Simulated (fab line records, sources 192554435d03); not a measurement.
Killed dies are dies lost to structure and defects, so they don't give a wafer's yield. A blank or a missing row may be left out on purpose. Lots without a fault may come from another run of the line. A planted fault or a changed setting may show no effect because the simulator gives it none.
Which tool did it? | flow n5_finfet | 21 lots, 63 wafers sampled, at 1 step of a route of 1938

WHAT THE GAUGES READ, wafer by wafer
N5_BEOL_M4_OVL_MEAS_12. Usual: M4_OVL -0.1 nm, standard deviation 0.55.
lot  | measured     | on         | M4_OVL (nm)    | flag
L075 | day 8 02:31  | overlay-02 | 0.3 0.3 -0.5   |
L076 | day 8 06:40  | overlay-02 | -0.3 -0.4 -0.7 |
L074 | day 8 12:16  | overlay-01 | -0.4 -0.8 -1.6 |
L077 | day 8 17:13  | overlay-01 | 0.1 0.6 -0.1   |
L079 | day 9 12:58  | overlay-02 | -0.7 -0.5 -0.4 |
L080 | day 9 16:50  | overlay-01 | -0.5 -0.7 -1.0 |
L083 | day 10 00:13 | overlay-02 | -0.6 -0.6 0.3  |
L084 | day 10 23:31 | overlay-01 | 0.3 0.9 0.3    |
L082 | day 11 02:38 | overlay-01 | -0.8 0.5 0.0   |
L085 | day 11 03:20 | overlay-02 | -0.3 0.6 0.3   |
L088 | day 11 03:48 | overlay-01 | 0.2 -0.5 -0.7  |
L086 | day 11 11:09 | overlay-01 | -0.7 0.7 -0.1  |
L087 | day 11 16:29 | overlay-02 | 1.0 0.8 0.0    |
L089 | day 11 16:40 | overlay-02 | 0.6 0.6 -0.1   |
L090 | day 12 04:19 | overlay-01 | -0.4 -0.1 -0.1 |
L092 | day 12 13:32 | overlay-02 | -0.2 -0.5 -0.2 |
L093 | day 12 17:52 | overlay-01 | -0.1 -0.3 -0.1 |
L091 | day 12 19:01 | overlay-01 | -0.4 0.0 -0.2  |
L095 | day 12 20:03 | overlay-02 | -0.5 0.3 -0.2  |
L096 | day 13 22:50 | overlay-01 | -0.9 -0.2 -0.1 |
L097 | day 14 05:10 | overlay-02 | -0.5 -0.7 -0.8 |

WHICH TOOL RAN EACH LOT (tool, then ch and the chambers of the sampled wafers, then the start)
The record holds no process step before these readings.

WHAT THE TOOLS THEMSELVES READ (means of the sampled wafers that have a number; where no wafer has one, the mark that the record gives instead)
The record holds no such reading with a usual standard deviation.

THE ANSWER, worked out from the rows above alone
Rule: a lot is off if the mean of its wafers that have a number lies more than 3 standard deviations from the usual mean. A lot without any number at a reading at which 4 lots or more have one is off too. The other lots that the step has rows for count as sound. The gauges are gone through in route order, then the tools' own readings, and for those a lot's mean is taken as printed above. The first step at which some lot is off is used, and at that step the reading that is off furthest; a lot without a number counts as furthest.
No lot is off at any reading shown: from this, nothing can be told.

WHAT THE SIMULATOR HAD PUT IN
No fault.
